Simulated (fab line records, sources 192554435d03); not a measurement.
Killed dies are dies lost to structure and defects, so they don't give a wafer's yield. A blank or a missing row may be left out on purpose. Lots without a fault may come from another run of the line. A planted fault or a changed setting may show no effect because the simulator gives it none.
fab line records | flow n5_finfet
record lots=5 wafers=14 last_day=18
route steps=1938 shown DUMMY_GATE@248 SPACER0@258 SD_EPI_N@262 BEOL_M4@1111 PASSIVATION@1936
lots that met no fault: from a run of the same line without faults
start_h: hours from the record's first day to the start of the lot's first wafer shown | wait_h: hours since the lot's step before | " the same as in the row above | L1.1+2: a row that stands for several wafers | - no value, or no start given | * or withheld: withheld | < > ~ a bound
route shown NAME@n: a module of which the file shows steps, and the number in the route of the first | usual: mean/standard deviation of fault-free wafers | same: alike in all rows | chamber/n: place in a boat | sites: the reading at each site | _std_site: their standard deviation | _edge_site: outer sites' mean less inner sites' | radius_mm: how far each site lies from the wafer's centre | mask NAME#n: copy n | behind: the tool/chamber that last shaped the wafer | hold: why the lot was held/for how many hours/how that ended | device: the transistor (n, p or np) that didn't switch | end of line: the same wafers' tests at the end of the route | a step without rows: its recipe alone | killed: dies lost to structure and defects at the first sort, not the wafer's yield | map: a wafer's dies, x killed, . not, _ none there
set.NAME: the setting as run; set.NAME@STEP: as run at that earlier step | model.NAME: the simulator's own value behind a step, which no gauge read
lots at some steps of the route; a table a step, a row a wafer
services: from which hour (start_h, from the record's first day; less than 0 if before it) a tool's chamber was out of use, for how many hours, and why
## steps
# step N5_DUMMY_GATE_ETCH_44
# recipe chemistry=HBr/O2 over_etch_frac=0.7 target_depth_a=1275 stop_on=SiO2 ion_energy_ev=60 bias_w=20 target=poly-Si mask_material=SiO2 pressure_mtorr=20 icp_w=400 HBr_flow_sccm=120 O2_flow_sccm=10
# usual drypump_motor_current_A=5.6/0.52 oes_product_au=0.732/0.0095 throttle_valve_pct=18.45/0.22
# columns lot.wafer tool chamber start_h wait_h drypump_motor_current_A oes_product_au rf_hours_counter_h throttle_valve_pct
L377.1 rie_si-01 1 60.47 0.0 5.7 0.719 34 18.28
L377.4 " 0 " " 6.1 0.736 65 18.57
L377.6 " 1 " " 5.7 0.710 - 18.28
L378.3 rie_si-01 0 68.55 0.0 6.2 0.736 65 18.58
L378.4 " 1 " " 5.7 0.729 34 18.27
L378.6 " 0 " " 6.2 0.736 - 18.58
L384.3 rie_si-01 1 102.11 0.0 5.7 0.725 35 18.28
L384.5 " 1 " " 5.7 0.726 - 18.27
L389.1 rie_si-01 3 133.71 0.0 5.0 0.730 163 18.25
L389.3 " 0 " " 6.2 0.727 65 18.57
L389.6 " 1 " " 5.7 0.730 - 18.29
L397.3 rie_si-03 1 197.45 0.0 5.3 0.738 78 18.81
L397.5 " 2 " " 5.4 0.721 - 19.00
L397.6 " 3 " " 4.9 0.735 - 18.60
# step N5_DUMMY_GATE_CD_MEAS_24
# recipe target_cd_nm=15
# usual cd_nm=15.0/0.44
# columns lot.wafer tool chamber start_h wait_h cd_nm
L377.1 cd_sem-01 - 60.58 0.1 14.5
L377.4 " - " " 15.4
L377.6 " - " " 15.9
L378.3 cd_sem-01 - 68.67 0.1 15.2
L378.4 " - " " 14.6
L378.6 " - " " 14.5
L384.3 cd_sem-01 - 102.23 0.1 15.2
L384.5 " - " " 15.2
L389.1 cd_sem-02 - 133.82 0.1 14.3
L389.3 " - " " 15.6
L389.6 " - " " 14.8
L397.3 cd_sem-03 - 197.57 0.1 15.2
L397.5 " - " " 15.3
L397.6 " - " " 15.8
# step N5_DUMMY_GATE_ETCH_42
# recipe chemistry=CHF3/O2 target=SiO2 target_depth_a=35 time_s=31 ion_energy_ev=30 bias_w=12 pressure_mtorr=30 source_w=600 Ar_flow_sccm=200 CHF3_flow_sccm=50 O2_flow_sccm=5
# usual drypump_motor_current_A=5.7/0.33 oes_product_au=0.76/0.073 rf_vpp_V=42.5/1.1 showerhead_plenum_p_Torr=2.42/0.062 throttle_valve_pct=18.80/0.3
# columns lot.wafer tool chamber start_h wait_h drypump_motor_current_A oes_product_au rf_hours_counter_h rf_vpp_V showerhead_plenum_p_Torr throttle_valve_pct
L377.1 rie_diel-01 0 60.63 0.0 5.3 0.88 31 41.9 2.46 18.72
L377.4 " 1 " " 5.5 0.77 140 42.3 2.41 18.69
L377.6 " 2 " " 5.4 0.71 - 43.8 2.40 19.27
L378.3 rie_diel-05 0 68.74 0.1 5.4 0.67 248 42.9 2.30 19.15
L378.4 " 3 " " 5.6 0.69 178 41.6 2.42 18.93
L378.6 " 1 " " 5.2 0.79 - 41.7 2.43 18.48
L384.3 rie_diel-04 3 102.27 0.0 5.9 0.71 228 41.0 2.48 18.96
L384.5 " 2 " " 6.2 0.97 - 42.8 2.36 18.10
L389.1 rie_diel-01 0 133.87 0.0 5.3 0.85 51 41.7 2.45 18.76
L389.3 " 1 " " 5.5 0.75 163 43.6 2.40 18.70
L389.6 " 0 " " 5.3 0.85 - 40.7 2.45 18.75
L397.3 rie_diel-05 1 197.61 0.0 5.2 0.76 148 42.9 2.41 18.54
L397.5 " 0 " " 5.4 0.90 - 43.2 2.58 18.77
L397.6 " 2 " " 5.9 0.72 - 41.1 2.40 18.87
# step N5_DUMMY_GATE_STRIP_48
# recipe chemistry=N2/H2 time_s=20 power_w=100 temp_c=40 pressure_mtorr=100 rf_frequency_hz=6e+07 bias_power_w=3 n2_flow_sccm=300 h2_flow_sccm=300
# usual drypump_motor_current_A=5.7/0.33 oes_product_au=0.75/0.071 rf_vpp_V=45.3/0.79 showerhead_plenum_p_Torr=3.38/0.077 throttle_valve_pct=12.23/0.28
# columns lot.wafer tool chamber start_h wait_h drypump_motor_current_A oes_product_au rf_hours_counter_h rf_vpp_V showerhead_plenum_p_Torr throttle_valve_pct
L377.1 rie_diel-01 0 60.68 0.0 5.3 0.87 31 46.0 3.42 11.91
L377.4 " 1 " " 5.5 0.76 140 46.3 3.38 12.14
L377.6 " 2 " " 5.4 0.71 - 45.8 3.35 12.63
L378.3 rie_diel-05 0 68.79 0.0 5.4 0.66 248 45.1 3.19 12.49
L378.4 " 3 " " 5.6 0.71 178 45.6 3.36 12.22
L378.6 " 1 " " 5.2 0.78 - 45.5 3.40 11.94
L384.3 rie_diel-04 3 102.32 0.0 5.9 0.70 228 46.0 3.48 12.52
L384.5 " 2 " " 6.2 0.96 - 44.7 3.33 11.65
L389.1 rie_diel-01 0 133.92 0.0 5.3 0.84 51 46.9 3.41 11.95
L389.3 " 1 " " 5.5 0.74 163 45.8 3.37 12.19
L389.6 " 0 " " 5.3 0.84 - 46.3 3.41 11.96
L397.3 rie_diel-05 1 197.66 0.0 5.2 0.74 148 44.5 3.38 12.04
L397.5 " 0 " " 5.4 0.90 - 46.0 3.58 11.93
L397.6 " 2 " " 5.9 0.72 - 44.3 3.34 12.35
# step N5_DUMMY_GATE_PRECLEAN_33
# recipe chemistry=dHF time_s=10 dilution=750:1 temp_c=25
# step N5_DUMMY_GATE_PRECLEAN_25
# recipe chemistry=O3/DIW time_s=45 temp_c=22 o3_ppm=10
# step N5_DUMMY_GATE_PRECLEAN_51
# recipe chemistry=SC2 time_s=45 temp_c=35 mix=1:1:50
# step N5_DUMMY_GATE_SRD_26
# recipe dry=ipa_marangoni time_s=30 temp_c=23 rinse_liquid=diw
# step N5_DUMMY_GATE_UV_OZONE_45
# recipe time_s=120 pressure_torr=760 temp_c=25
# step N5_DUMMY_GATE_INSPECT_27
# recipe inspect_instrument=brightfield mode=aei
# usual raw_defect_count=281/65
# columns lot.wafer tool chamber start_h wait_h raw_defect_count
L377.1 defect_inspect-01 - 60.86 0.0 155
L377.4 " - " " 241
L377.6 " - " " 266
L378.3 defect_inspect-02 - 68.98 0.0 440
L378.4 " - " " 308
L378.6 " - " " 404
L384.3 defect_inspect-02 - 102.51 0.0 231
L384.5 " - " " 208
L389.1 defect_inspect-01 - 134.10 0.0 282
L389.3 " - " " 210
L389.6 " - " " 195
L397.3 defect_inspect-01 - 197.85 0.0 283
L397.5 " - " " 259
L397.6 " - " " 258
# step N5_SPACER0_ALD_07
# recipe material=SiNx target_thk_a=20 temp_c=400 ald_precursor_family=SiH2I2 ald_co_reactant=N2/H2-plasma pressure_torr=2
# usual chamber_pressure_Torr=2.000/0.0043 heater_power_w=889/90
# columns lot.wafer tool chamber start_h wait_h chamber_pressure_Torr heater_power_w
L377.1 ald_sin-03 2 60.90 0.0 2.000 819
L377.4 " 3 " " 1.999 758
L377.6 " 2 " " 1.999 821
L378.3 ald_sin-02 3 69.13 0.1 1.997 952
L378.4 " 2 " " 1.988 885
L378.6 " 2 " " 1.992 893
L384.3 ald_sin-02 1 102.55 0.0 2.000 865
L384.5 " 3 " " 2.003 946
L389.1 ald_sin-03 0 134.14 0.0 2.004 997
L389.3 " 3 " " 1.999 769
L389.6 " 2 " " 2.002 808
L397.3 ald_sin-02 1 197.88 0.0 2.002 886
L397.5 " 3 " " 1.999 947
L397.6 " 0 " " 1.999 1028
# step N5_SPACER0_ALD_00
# recipe material=SiOCN target_thk_a=35 temp_c=400 ald_precursor_family=alkyl-aminosilane ald_co_reactant=O2/N2-plasma pulse_time_s=3 purge_time_s=2 co_reactant_purge_time_s=2 ald_cycles=58 pressure_torr=2
# step N5_SPACER0_ALD_08
# recipe material=SiNx target_thk_a=20 temp_c=400 ald_precursor_family=SiH2I2 ald_co_reactant=N2/H2-plasma pressure_torr=2
# usual chamber_pressure_Torr=2.000/0.0046 heater_power_w=890/87
# columns lot.wafer tool chamber start_h wait_h chamber_pressure_Torr heater_power_w model.SiNx_of_SPACER0_ALD_08.thk_nm
L377.1 ald_sin-03 2 61.31 0.1 1.999 806 2
L377.4 " 3 " " 1.993 784 2
L377.6 " 2 " " 2.000 802 2
L378.3 ald_sin-02 3 69.54 0.1 2.001 937 2
L378.4 " 2 " " 1.999 898 2
L378.6 " 2 " " 2.001 882 2
L384.3 ald_sin-02 1 102.96 0.1 1.996 867 2
L384.5 " 3 " " 2.004 934 2.4
L389.1 ald_sin-03 0 134.55 0.1 2.001 1009 2
L389.3 " 3 " " 1.997 764 2
L389.6 " 2 " " 1.991 809 2
L397.3 ald_sin-02 1 198.29 0.1 2.011 865 2
L397.5 " 3 " " 1.997 923 2
L397.6 " 0 " " 1.997 1013 2
# step N5_SPACER0_INSPECT_04
# recipe inspect_instrument=darkfield mode=post_dep
# usual raw_defect_count=130/30
# columns lot.wafer tool chamber start_h wait_h raw_defect_count
L377.1 defect_inspect-01 - 61.47 0.1 103
L377.4 " - " " 128
L377.6 " - " " 110
L378.3 defect_inspect-02 - 69.70 0.1 241
L378.4 " - " " 139
L378.6 " - " " 156
L384.3 defect_inspect-01 - 103.12 0.1 119
L384.5 " - " " 90
L389.1 defect_inspect-01 - 134.71 0.1 115
L389.3 " - " " 99
L389.6 " - " " 104
L397.3 defect_inspect-01 - 198.45 0.1 152
L397.5 " - " " 160
L397.6 " - " " 133
# step N5_SD_EPI_N_COAT_32
# recipe resist=SOC temp_c=250 time_s=60 spin_rpm=1500 resist_thk_nm=350
# step N5_SD_EPI_N_COAT_33
# recipe resist=SiARC temp_c=220 time_s=60 spin_rpm=1500 resist_thk_nm=35
# step N5_SD_EPI_N_COAT_03
# recipe resist=CAR-ArF-block spin_rpm=1500 resist_thk_nm=150
# step N5_SD_EPI_N_EBR_05
# recipe solvent=PGMEA ebr_width_mm=1.5
# step N5_SD_EPI_N_SOFTBAKE_04
# recipe temp_c=110 time_s=60 resist=CAR-ArF-block
# step N5_SD_EPI_N_EXPOSE_06
# recipe mask_id=SD_N_BLK na=1.35 source_shape=conventional sigma_outer=0.8 polarization=unpolarized target_cd_nm=120 dose_mj=39.75
# step N5_SD_EPI_N_PEB_07
# recipe peb_temp_c=110 peb_time_s=60 resist=CAR-ArF-block
# step N5_SD_EPI_N_DEVELOP_08
# recipe develop_time_s=30 developer=TMAH resist=CAR-ArF-block dev_temp_c=23 rinse_liquid=diw dry=air_spin
# step N5_SD_EPI_N_CD_MEAS_09
# recipe target_cd_nm=120 landing_energy_ev=500 detector=se_inlens
# usual cd_nm=120.2/0.66
# columns lot.wafer tool chamber start_h wait_h cd_nm
L377.1 cd_sem-01 0 61.87 - 119.6
L377.4 " 0 " " 119.5
L377.6 " 0 " " 118.9
L378.3 cd_sem-02 0 69.97 - 119.3
L378.4 " 0 " " 119.2
L378.6 " 0 " " 120.0
L384.3 cd_sem-01 0 103.52 - 121.8
L384.5 " 0 " " 120.7
L389.1 cd_sem-01 0 134.98 - 119.1
L389.3 " 0 " " 118.9
L389.6 " 0 " " 120.1
L397.3 cd_sem-01 0 198.85 - 120.7
L397.5 " 0 " " 120.3
L397.6 " 0 " " 121.3
# step N5_SD_EPI_N_OVL_MEAS_10
# recipe points_per_wafer=44
# usual SD_N_BLK_OVL=-0.1/0.61
# columns lot.wafer tool chamber start_h wait_h SD_N_BLK_OVL[nm]
L377.1 overlay-02 0 61.90 0.0 -0.8
L377.4 " 0 " " -0.8
L377.6 " 0 " " 0.0
L378.3 overlay-01 0 70.00 0.0 -1.4
L378.4 " 0 " " 0.7
L378.6 " 0 " " 0.4
L384.3 overlay-02 0 103.55 0.0 0.1
L384.5 " 0 " " -0.6
L389.1 overlay-02 0 135.01 0.0 0.3
L389.3 " 0 " " 0.2
L389.6 " 0 " " 0.4
L397.3 overlay-01 0 198.88 0.0 -0.2
L397.5 " 0 " " 0.0
L397.6 " 0 " " 0.0
# step N5_SD_EPI_N_INSPECT_11
# recipe mode=adi inspect_instrument=macro
# usual raw_defect_count=2.1/1.4
# columns lot.wafer tool chamber start_h wait_h raw_defect_count
L377.1 defect_inspect-02 - 61.92 0.0 3
L377.4 " - " " 5
L377.6 " - " " 2
L378.3 defect_inspect-02 - 70.03 0.0 2
L378.4 " - " " 1
L378.6 " - " " 2
L384.3 defect_inspect-02 - 103.57 0.0 2
L384.5 " - " " 1
L389.1 defect_inspect-02 - 135.04 0.0 2
L389.3 " - " " 6
L389.6 " - " " 1
L397.3 defect_inspect-01 - 198.91 0.0 3
L397.5 " - " " 2
L397.6 " - " " 4
# step N5_SD_EPI_N_DESCUM_14
# recipe chemistry=O2 time_s=7.9 source_power_w=50 bias_power_w=20 pressure_mtorr=20 rf_frequency_hz=2.712e+07 temp_c=40 resist=CAR-ArF-block o2_flow_sccm=225
# step N5_SD_EPI_N_ETCH_34
# recipe chemistry=CF4 target=SiARC target_depth_a=455 mask_material=CAR-ArF-block time_s=75.8 ion_energy_ev=80 pressure_mtorr=40 source_w=545 bias_w=36 Ar_flow_sccm=100 cf4_flow_sccm=100 ends=cleared
# step N5_SD_EPI_N_ETCH_35
# recipe chemistry=N2/H2 target=SOC overetch_a=1080 mask_material=SiARC temp_c=40 ion_energy_ev=100 source_w=3000 bias_w=133 pressure_mtorr=20 time_s=486 n2_flow_sccm=200 h2_flow_sccm=200
# step N5_SD_EPI_N_STRIP_36
# recipe chemistry=N2/H2 temp_c=40 n2_flow_sccm=200 h2_flow_sccm=200 rf_frequency_hz=6e+07
# step N5_SD_EPI_N_ETCHBACK_44
# recipe chemistry=CH3F/O2 mode=anisotropic_etchback target=SiNx target_depth_a=145 stop_on=SiO2 over_etch_frac=0.3 ion_energy_ev=120 pressure_mtorr=30 source_w=395 bias_w=73 Ar_flow_sccm=150 CH3F_flow_sccm=30 O2_flow_sccm=20
# step N5_SD_EPI_N_ETCH_45
# recipe chemistry=CH3F/O2 target=SiOCN target_depth_a=60 mask_material=SOC ion_energy_ev=60 bias_w=29 pressure_mtorr=15 source_w=410 Ar_flow_sccm=150 CH3F_flow_sccm=30 O2_flow_sccm=20
# step N5_SD_EPI_N_ETCH_16
# recipe chemistry=CHF3/O2 target=SiO2 target_depth_a=50 mask_material=SOC pressure_mtorr=30 source_w=650 bias_w=170 Ar_flow_sccm=200 CHF3_flow_sccm=50 O2_flow_sccm=5 ion_energy_ev=200
# step N5_SD_EPI_N_STRIP_47
# recipe chemistry=CHF3/O2 resist=SiARC rf_frequency_hz=6e+07
# step N5_SD_EPI_N_SD_RECESS_17
# recipe chemistry=HBr/Cl2/O2 target_depth_a=410 mask_material=SOC time_s=23.7 bt_time_s=3 pressure_mtorr=10 icp_w=800 bias_w=112 HBr_flow_sccm=150 Cl2_flow_sccm=80 O2_flow_sccm=12
# step N5_SD_EPI_N_STRIP_38
# recipe chemistry=N2/H2 power_w=1000 temp_c=250 h2_frac=0.65 overash_fraction=0.3 pressure_mtorr=withheld n2_flow_sccm=1750 h2_flow_sccm=3250
# usual drypump_motor_current_A=5.6/0.35 heater_power_w=312/13 oes_product_au=0.760/0.011
# columns lot.wafer tool chamber start_h wait_h drypump_motor_current_A heater_power_w oes_product_au rf_hours_counter_h
L377.1 plasma_asher-01 0 63.80 0.1 6.0 324 0.763 34
L377.4 " 1 " " 5.4 288 0.756 -
L377.6 " 1 " " 5.4 287 0.763 -
L378.3 plasma_asher-02 1 70.86 0.1 5.1 321 0.756 -
L378.4 " 0 " " 5.8 319 0.767 -
L378.6 " 1 " " 5.1 322 0.759 -
L384.3 plasma_asher-02 0 105.27 0.1 5.8 314 0.758 -
L384.5 " 1 " " 5.1 321 0.746 -
L389.1 plasma_asher-01 1 135.85 0.1 5.4 296 0.766 48
L389.3 " 0 " " 6.0 312 0.769 -
L389.6 " 1 " " 5.4 290 0.752 -
L397.3 plasma_asher-02 0 199.79 0.1 5.8 324 0.759 -
L397.5 " 0 " " 5.8 327 0.774 -
L397.6 " 1 " " 5.1 314 0.749 -
# step N5_SD_EPI_N_WET_ETCH_43
# recipe chemistry=dHF dilution=withheld time_s=14 target=SiO2 target_depth_a=15 temp_c=25
# step N5_SD_EPI_N_STRIP_18
# recipe chemistry=SPM time_s=750 temp_c=130 h2so4_h2o2_vol_ratio=4
# step N5_SD_EPI_N_SRD_20
# recipe dry=ipa_marangoni do_ppb=5 time_s=30 temp_c=23 rinse_liquid=diw
# step N5_SD_EPI_N_PRECLEAN_48
# recipe chemistry=NF3:NH3 afs_cycles=2 temp_c=30 time_s=20 sublimation_temp_c=180 sublimation_time_s=60 pressure_torr=3 rf_power_w=30
# step N5_SD_EPI_N_VAPOR_ETCH_50
# recipe chemistry=HCl target=Si temp_c=775 time_s=54 pressure_torr=20 mode=isotropic
# step N5_SD_EPI_N_EPI_21
# recipe material=Si:P dopant=P temp_c=680 pressure_torr=255 time_s=690
# step N5_SD_EPI_N_EPI_MEAS_23
# recipe mode=xrd
# usual thk_nm=59.1/1.3
# columns lot.wafer tool chamber start_h wait_h thk_nm
L377.1 film_metro-02 - 66.41 1.4 59.3
L377.4 " - " " 56.9
L377.6 " - " " 57.5
L378.3 film_metro-01 - 73.45 0.9 60.1
L378.4 " - " " 58.6
L378.6 " - " " 57.1
L384.3 film_metro-02 - 108.61 1.2 57.8
L384.5 " - " " 56.5
L389.1 film_metro-01 - 138.46 1.4 58.0
L389.3 " - " " 58.9
L389.6 " - " " 58.5
L397.3 film_metro-02 - 202.38 0.9 60.9
L397.5 " - " " 58.8
L397.6 " - " " 59.2
# step N5_BEOL_M4_RC_MEAS_101
# usual DIBL_N=36.0/1.9 DIBL_P=36.0/2.1 IOFF_N=0.155/0.029 IOFF_P=0.20/0.032 ION_N=672/11 ION_P=461/6.9 REXT_N=75.1/1.5 SS_N=71.5/0.58 SS_P=73.2/0.64 VT_N=250.4/2.9 VT_P=-251.0/2.8
# columns lot.wafer tool chamber start_h wait_h DIBL_N[mV/V] DIBL_P[mV/V] IOFF_N[nA/um] IOFF_P[nA/um] ION_N[uA/um] ION_P[uA/um] REXT_N[ohm.um] SS_N[mV/dec] SS_P[mV/dec] VT_N[mV] VT_P[mV]
L377.1 prober-01 0 187.06 0.0 36.1 36.3 0.174 0.23 690 476 76.4 72.4 73.1 246.6 -248.7
L377.4 " 0 " " 34.4 34.7 0.150 0.21 684 469 77.2 71.1 72.3 249.3 -247.0
L377.6 " 0 " " 34.0 34.5 0.143 0.21 675 465 76.9 71.5 72.9 249.5 -247.9
L378.3 prober-02 0 187.42 0.3 36.9 37.3 0.159 0.21 687 469 73.4 70.0 73.3 250.8 -250.4
L378.4 " 0 " " 36.7 37.1 0.155 0.22 678 466 73.1 71.9 73.6 249.7 -251.1
L378.6 " 0 " " 38.4 38.6 0.179 0.24 671 457 72.6 71.5 73.4 247.3 -247.1
L384.3 prober-01 0 241.28 0.3 35.7 36.8 0.155 0.22 672 467 76.1 71.1 73.8 250.3 -250.4
L384.5 " 0 " " 31.6 33.2 0.102 0.15 653 452 79.8 70.8 73.6 254.7 -254.1
L389.1 prober-01 0 256.57 0.0 36.9 35.6 0.173 0.23 683 470 74.8 71.5 74.0 247.8 -246.5
L389.3 " 0 " " 33.3 33.0 0.124 0.19 675 465 72.9 70.6 73.6 250.4 -247.1
L389.6 " 0 " " 36.2 34.9 0.156 0.22 662 459 74.2 71.6 73.9 249.3 -247.3
L397.3 prober-01 0 314.09 0.3 35.8 37.0 0.160 0.22 668 457 77.4 71.4 73.0 250.4 -249.4
L397.5 " 0 " " 33.6 33.7 0.124 0.17 674 458 75.6 71.7 72.3 253.2 -252.8
L397.6 " 0 " " 34.4 35.3 0.145 0.19 671 456 77.3 70.9 73.3 249.8 -254.8
# step N5_PASSIVATION_PROBE_49
# usual defect_limited_yield=91.0/1.5 killed_at_M0_to_M3=33/9.4 killed_at_M4_up=14/4.8 killed_at_contacts=13/7.3 killed_at_front_end=43/13 killed_at_other=3.6/2.9 killed_dies=106/18 killed_on_rim=14/4.2 killed_open=69/13 killed_short=35/8.2 sort_bin_5_function=5.3/1 sort_bin_6_memory=3.3/0.68 sort_n_pass=1074/18 sort_yield_pct=91.0/1.5
# same gross_dies=1180 killed_at_back_side=0 sort_bin_4_leakage[%]=0 sort_bin_8_speed[%]=0
# columns lot.wafer tool chamber start_h wait_h defect_limited_yield[%] killed_at_M0_to_M3 killed_at_M4_up killed_at_contacts killed_at_front_end killed_at_other killed_dies killed_on_rim killed_open killed_short sort_bin_5_function[%] sort_bin_6_memory[%] sort_n_pass sort_yield_pct[%]
L378.3 prober-01 - 289.53 0.1 91.2 38 15 6 39 6 104 12 64 37 5.4 3.1 1076 91.2
L378.4 prober-01 - 289.58 0.2 90.1 39 13 13 49 3 117 11 80 37 6.2 3.6 1063 90.1
L378.6 prober-01 - 289.68 0.3 92.7 30 11 9 29 7 86 12 59 27 4.7 2.4 1094 92.7
L384.5 prober-01 - 351.09 0.2 91.2 32 20 13 39 0 104 15 67 36 5.6 3.0 1076 91.2
L389.1 prober-02 - 360.74 0.0 89.9 41 14 15 37 12 119 16 72 45 6.5 3.1 1061 89.9
L389.3 prober-02 - 360.84 0.1 90.8 43 3 23 38 1 108 19 51 48 5.1 3.4 1072 90.8
L389.6 prober-02 - 360.99 0.3 90.2 40 9 9 57 1 116 23 70 38 5.9 3.1 1064 90.2
# killed by level:class
L378.3 GATE_CUT:geometric_particle:open=10 BEOL_M0_SAQP:geometric_particle:short=8 BEOL_M1:geometric_particle:open=8 BEOL_M4:geometric_particle:open=8 BEOL_M2:geometric_particle:open=7 STI_FIN_REVEAL:geometric_particle:open=6 MOL_CONTACT_COAG:geometric_particle:open=6 FIN_SAQP:geometric_particle:short=5
L378.4 STI_FIN_REVEAL:geometric_particle:open=12 MOL_CONTACT_COAG:geometric_particle:open=11 BEOL_M3:geometric_particle:open=9 BEOL_M0_SAQP:geometric_particle:short=8 FIN_SAQP:geometric_particle:open=7 GATE_CUT:geometric_particle:short=7 GATE_CUT:geometric_particle:open=6 BEOL_M1:geometric_particle:open=5
L378.6 STI_FIN_REVEAL:geometric_particle:open=9 BEOL_M2:geometric_particle:open=9 MOL_CONTACT_COAG:geometric_particle:open=8 DUMMY_GATE:geometric_particle:open=6 BEOL_M0_SAQP:geometric_particle:short=4 BEOL_M1:geometric_particle:open=4 BEOL_M4:geometric_particle:open=4 FIN_SAQP:geometric_particle:short=3
L384.5 MOL_CONTACT_COAG:geometric_particle:open=11 FIN_SAQP:geometric_particle:short=9 BEOL_M2:geometric_particle:open=7 DUMMY_GATE:geometric_particle:open=6 BEOL_M1:geometric_particle:open=6 STI_FIN_REVEAL:geometric_particle:open=5 BEOL_M3:geometric_particle:open=5 FIN_SAQP:geometric_particle:open=4
L389.1 BEOL_M2:geometric_particle:open=13 MOL_CONTACT_COAG:geometric_particle:open=12 BEOL_M0_SAQP:geometric_particle:short=11 FIN_SAQP:geometric_particle:short=9 GATE_CUT:geometric_particle:short=9 PASS1_CAP:geometric_particle:open=9 STI_FIN_REVEAL:geometric_particle:open=6 BEOL_M3:geometric_particle:open=6
L389.3 MOL_CONTACT_COAG:geometric_particle:open=16 BEOL_M0_SAQP:geometric_particle:short=16 FIN_SAQP:geometric_particle:short=13 BEOL_M0_SAQP:geometric_particle:open=9 MOL_CONTACT_COAG:geometric_particle:short=7 BEOL_M2:geometric_particle:open=6 HKMG_FIN:area_etch=6 FIN_SAQP:geometric_particle:open=5
L389.6 FIN_SAQP:geometric_particle:short=16 STI_FIN_REVEAL:geometric_particle:open=12 BEOL_M0_SAQP:geometric_particle:short=11 BEOL_M0_SAQP:geometric_particle:open=10 BEOL_M2:geometric_particle:open=10 MOL_CONTACT_COAG:geometric_particle:open=8 FIN_SAQP:geometric_particle:open=6 DUMMY_GATE:geometric_particle:open=6
## services
# columns tool chamber start_h hours kind
rie_si-03 3 44.41 8.1 repair
plasma_asher-01 - 45.00 6.5 repair
rie_si-01 - 46.72 2.8 pm
plasma_asher-02 - 51.27 15.0 repair
rie_si-01 - 55.32 0.2 repair
rie_si-01 0 68.64 44.9 repair
rie_diel-05 0 75.31 - clean
rie_diel-05 0 75.31 - consumable_replace:focus_ring
rie_diel-05 0 75.31 - consumable_replace:showerhead
rie_diel-01 0 83.15 5.0 repair
rie_diel-01 0 97.10 6.9 repair
plasma_asher-02 - 109.26 2.8 pm
rie_si-01 2 111.18 8.4 repair
plasma_asher-01 - 115.45 10.4 repair
ald_sin-02 3 121.55 17.2 repair
rie_si-01 2 126.74 7.9 repair
ald_sin-02 - 130.27 0.4 repair
rie_diel-05 1 141.67 9.0 repair
ald_sin-03 - 166.93 1.7 repair
plasma_asher-01 - 168.97 3.8 repair
ald_sin-03 - 178.05 14.0 pm
rie_diel-05 3 190.29 7.9 repair
rie_diel-01 1 194.00 11.3 repair
rie_diel-01 0 197.51 3.7 repair
## key
first_sign step=N5_BEOL_M4_RC_MEAS_101 reading=REXT_N direction=up sigmas=3.2 usual=75.1 struck=79.8
effect none on later readings
model_effect step=N5_SPACER0_ALD_08 value=SiNx_of_SPACER0_ALD_08.thk_nm without=2 struck=2.4
met_at N5_SPACER0_ALD_08
struck_wafers L384.5
onset_between 69.54 102.96
fault kind=process_parameter_drift tool=ald_sin-02 chamber=- onset_h=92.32 steps=N5_SPACER0_ALD_08 channel=target_thk_a offset=* shape=step end_h=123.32 scope=struck_wafers_only acts_in=* stated=*
